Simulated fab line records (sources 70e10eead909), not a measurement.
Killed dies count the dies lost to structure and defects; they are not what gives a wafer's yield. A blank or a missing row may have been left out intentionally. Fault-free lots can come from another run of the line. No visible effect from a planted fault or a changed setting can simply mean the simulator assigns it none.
A lot that was struck, set against a sound lot    flow nand-harc    12 steps out of a route of 1159
Sound: the wafers L570.2, L570.5, L570.6. Wafers struck: L564.1, L564.4, L564.5. The cause is named last.
Each step with rows lists, per side, the tool, then ch with its chambers, then its first start. Under that, the readings that differ: sound wafers    struck wafers    difference of the means    sigmas: that difference in standard deviations of wafers without a fault.
alike: a reading whose means differ by less than 2 such deviations, as well as words and numbers matching on both sides. not compared: withheld readings; readings where some wafer has no value; bounds like >300 that might hide an equal value; numbers whose values overlap and for which the record gives no deviation.
The two part at a step that has a row with sigmas, a row that says differs or no value, or rows on one side only. Numbers that have no deviation but don't overlap get no sigmas and don't part them. A reading that every wafer of one side lacks parts them only if that side has two wafers or more.

first, 2 steps without rows for these wafers: NHARC_A_STAIRCASE_PRECLEAN_297 (cleans in SC1); NHARC_A_STAIRCASE_SRD_298.
NHARC_A_STAIRCASE_HM_DEP_462: deposits aC, target thk 800 nm.
  sound on acl-dep-03 ch 0, day 16 04:37; struck on acl-dep-03 ch 0, day 15 00:43
  alike: throttle-valve-pct
NHARC_A_STAIRCASE_DEP_301: deposits SiON, target thk 30 nm.
  sound on pecvd-04 ch 0,1,2, day 16 06:11; struck on pecvd-01 ch 0,1, day 15 02:34
  alike: chamber-pressure-Torr, heater-power-w
then, 7 steps without rows for these wafers: NHARC_A_STAIRCASE_DEHYDRATE_302 (time 120 s); NHARC_A_STAIRCASE_HMDS_303 (time 30 s); NHARC_A_STAIRCASE_COAT_304; NHARC_A_STAIRCASE_SOFTBAKE_305 (time 170 s); NHARC_A_STAIRCASE_EBR_306; NHARC_A_STAIRCASE_EXPOSE_307 (exposes mask CHOP 50); NHARC_A_STAIRCASE_PEB_308 (peb time 130 s).
NHARC_A_STAIRCASE_DEVELOP_309: time 140 s.
  sound on litho-track-05 ch 0, day 16 06:00; struck on litho-track-03, day 15 03:00
  no value came back on the struck wafers for chill-plate-temp-C (C), exhaust-pa (Pa); on the sound wafers chill-plate-temp-C (C) reads 22.93 22.89 22.71

## WHERE THEY PART
Only at NHARC_A_STAIRCASE_DEVELOP_309, as far as this record shows.

WHY: whatever the simulator had introduced
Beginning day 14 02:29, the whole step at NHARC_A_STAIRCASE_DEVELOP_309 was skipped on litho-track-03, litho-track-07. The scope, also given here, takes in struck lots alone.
